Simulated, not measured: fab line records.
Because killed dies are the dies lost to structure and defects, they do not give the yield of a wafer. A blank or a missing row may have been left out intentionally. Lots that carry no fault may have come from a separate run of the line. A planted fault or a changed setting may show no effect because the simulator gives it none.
Matching of chambers    flow n5 finfet    N5_BEOL_M7_ILD_DEP_00 on pecvd-02: 3 sister chambers
The step deposits SiCOH lowk from DEMS/porogen, target thk 179.75 nm, time 33.4 s. 17 wafers are shown with their chamber, then 8 later ones without.

EACH WAFER AND ITS CHAMBER
wafer   chamber  heater power w (W)  throttle valve pct (%)  showerhead plenum p Torr (Torr)
L381.2  1        378                 13.4                    5.741
L381.3  1        384                 13.3                    5.752
L381.5  0        311                 13.4                    5.728
L385.2  0        308                 13.6                    5.729
L385.3  1        360                 13.6                    5.743
L385.5  0        313                 13.8                    5.737
L383.1  0        262                 13.7                    5.733
L383.2  1        345                 13.7                    5.740
L383.5  2        267                 13.2                    5.740
L387.3  1        368                 13.6                    5.739
L387.5  2        268                 13.3                    5.714
L387.6  0        293                 13.7                    5.729
L389.1  1        337                 13.3                    5.745
L389.3  0        310                 13.8                    5.742
L393.1  1        338                 13.6                    5.753
L393.3  0        267                 14.0                    5.745
L401.2  2        276                 13.4                    5.739

SIGNATURES (averages over the wafers above)
reading                   chamber 0  chamber 1  chamber 2  scatter within a chamber
heater power w            294.86     358.57     270.33     19.1
throttle valve pct        13.714     13.500     13.300     0.167
showerhead plenum p Torr  5.73471    5.74471    5.73100    0.00804
Rule: for each reading, subtract the chamber's mean from the wafer's reading, divide by that reading's scatter and square the result; add these up over the readings and take the root, which gives the wafer's distance from the chamber. If the next closest chamber is less than 2 further off than the closest, the wafer can't be placed; otherwise it belongs to the closest. How the scatter is found: for the shown wafers, subtract from each reading the mean of its chamber, square and add these, divide the total by (wafers less chambers), then take the root.

WAFERS WITHOUT THEIR CHAMBER
wafer   heater power w (W)  throttle valve pct (%)  showerhead plenum p Torr (Torr)
L401.5  211                 13.1                    5.745
L401.6  397                 13.4                    5.754
L402.2  313                 13.8                    5.742
L402.5  314                 14.2                    5.738
L402.6  375                 13.5                    5.739
L403.1  267                 13.2                    5.743
L403.3  370                 13.3                    5.742
L403.4  276                 13.7                    5.736

WHICH CHAMBER EACH ONE RAN IN
wafer   from the rows above      in truth
L401.5  2                        2
L401.6  1                        1
L402.2  can't be placed: 0 or 1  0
L402.5  can't be placed: 0 or 1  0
L402.6  1                        1
L403.1  can't be placed: 2 or 0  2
L403.3  1                        1
L403.4  can't be placed: 0 or 2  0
4 of 8 placed correctly. Cannot be placed on the basis of these rows: 4; the candidates contain the true chamber in 4. Number placed wrongly: 0.
